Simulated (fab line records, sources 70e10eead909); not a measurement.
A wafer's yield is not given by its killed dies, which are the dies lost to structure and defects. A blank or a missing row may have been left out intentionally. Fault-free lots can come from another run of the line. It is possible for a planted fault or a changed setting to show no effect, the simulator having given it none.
What tool caused it? | flow nand_harc | 36 wafers from 12 lots sampled at 4 of the route's 1159 steps

WHAT THE GAUGES READ, wafer by wafer
NHARC_A_BLC_OVL_MEAS_11.
lot  | measured     | on         | overlay_x_nm (nm)
L075 | day 17 17:51 | overlay-02 | 1.0 1.4 1.4
L076 | day 17 22:00 | overlay-02 | -0.3 -0.7 -0.3
L078 | day 18 03:52 | overlay-02 | 0.3 -0.1 0.4
L082 | day 19 08:52 | overlay-01 | -0.7 -0.1 -0.3
L083 | day 19 20:37 | overlay-01 | 0.3 -0.1 0.4
L085 | day 20 01:49 | overlay-01 | -0.6 -0.3 -0.5
L086 | day 20 16:58 | overlay-02 | 0.1 -0.7 -0.5
L088 | day 21 03:59 | overlay-01 | -0.7 -1.1 -1.4
L090 | day 22 04:27 | overlay-02 | -0.1 0.0 -0.1
L094 | day 22 17:59 | overlay-01 | -1.0 -1.3 -1.2
L096 | day 22 21:27 | overlay-02 | 0.1 -0.2 0.1
L097 | day 23 04:50 | overlay-01 | 0.1 -0.6 -0.1

WHICH TOOL RAN EACH LOT (tool, then ch and the chambers of the sampled wafers, then the start)
lot  | NHARC_A_CONTACT_DEP_84        | NHARC_A_CONTACT_ETCH_88            | NHARC_A_CONTACT_ETCH_136
L075 | acl_dep-01 ch 0, day 17 09:55 | rie_diel-07 ch 0,1,3, day 17 12:11 | har_cap_etch-03 ch 0,1, day 17 13:34
L076 | acl_dep-01 ch 0, day 17 14:23 | rie_diel-07 ch 0,2, day 17 16:34   | har_cap_etch-01 ch 0,1, day 17 17:53
L078 | acl_dep-01 ch 0, day 17 19:01 | rie_diel-05 ch 0,2, day 17 21:53   | har_cap_etch-01 ch 0,1, day 17 23:37
L082 | acl_dep-03 ch 0, day 19 00:40 | rie_diel-11 ch 1,2,3, day 19 02:58 | har_cap_etch-01 ch 0,1, day 19 04:38
L083 | acl_dep-02 ch 0, day 19 10:51 | rie_diel-11 ch 0,1,3, day 19 12:43 | har_cap_etch-01 ch 0,1, day 19 14:01
L085 | acl_dep-01 ch 0, day 19 16:45 | rie_diel-05 ch 0,2,3, day 19 18:40 | har_cap_etch-01 ch 0,1, day 19 19:54
L086 | acl_dep-01 ch 0, day 20 09:46 | rie_diel-05 ch 0,2, day 20 11:36   | har_cap_etch-02 ch 0,1, day 20 12:55
L088 | acl_dep-01 ch 0, day 20 15:47 | rie_diel-05 ch 0,1,2, day 20 17:43 | har_cap_etch-02 ch 0,1, day 20 18:58
L090 | acl_dep-03 ch 0, day 21 18:26 | rie_diel-07 ch 0,2,3, day 21 20:34 | har_cap_etch-02 ch 0,1, day 21 21:49
L094 | acl_dep-03 ch 0, day 22 08:58 | rie_diel-07 ch 0,2,3, day 22 11:13 | har_cap_etch-02 ch 0,1, day 22 12:28
L096 | acl_dep-02 ch 0, day 22 13:19 | rie_diel-07 ch 1,2,3, day 22 15:27 | har_cap_etch-03 ch 0,1, day 22 16:46
L097 | acl_dep-03 ch 0, day 22 20:15 | rie_diel-07 ch 0,2, day 22 22:26   | har_cap_etch-03 ch 0,1, day 23 00:08
- NHARC_A_CONTACT_DEP_84: deposits aC, target thk 2000 nm.
- NHARC_A_CONTACT_ETCH_88: etches the open film in CF4, target depth 39 nm, time 65 s.
- NHARC_A_CONTACT_ETCH_136: etches the open film in C4F8/O2/Ar, time 132 s, target depth 1287 nm.

THE ANSWER, worked out from the rows above alone
Rule: usual is defined by the lots themselves. Put in order of their means at a reading, lots are off if they are a third of the lots or fewer, leave a main group of 4 or more, and stand apart from it by a gap of 3 or more times the standard deviation of the main group's means; of several such gaps the widest counts. A main group is skipped when, at the precision printed for the reading in the tables above, its means are all equal. A lot without any number at a reading at which 4 lots or more have one is off too. All remaining lots with rows at the step are treated as sound.
No lot is off on any of the readings shown, so nothing can be concluded from this.

WHAT THE SIMULATOR HAD PUT IN
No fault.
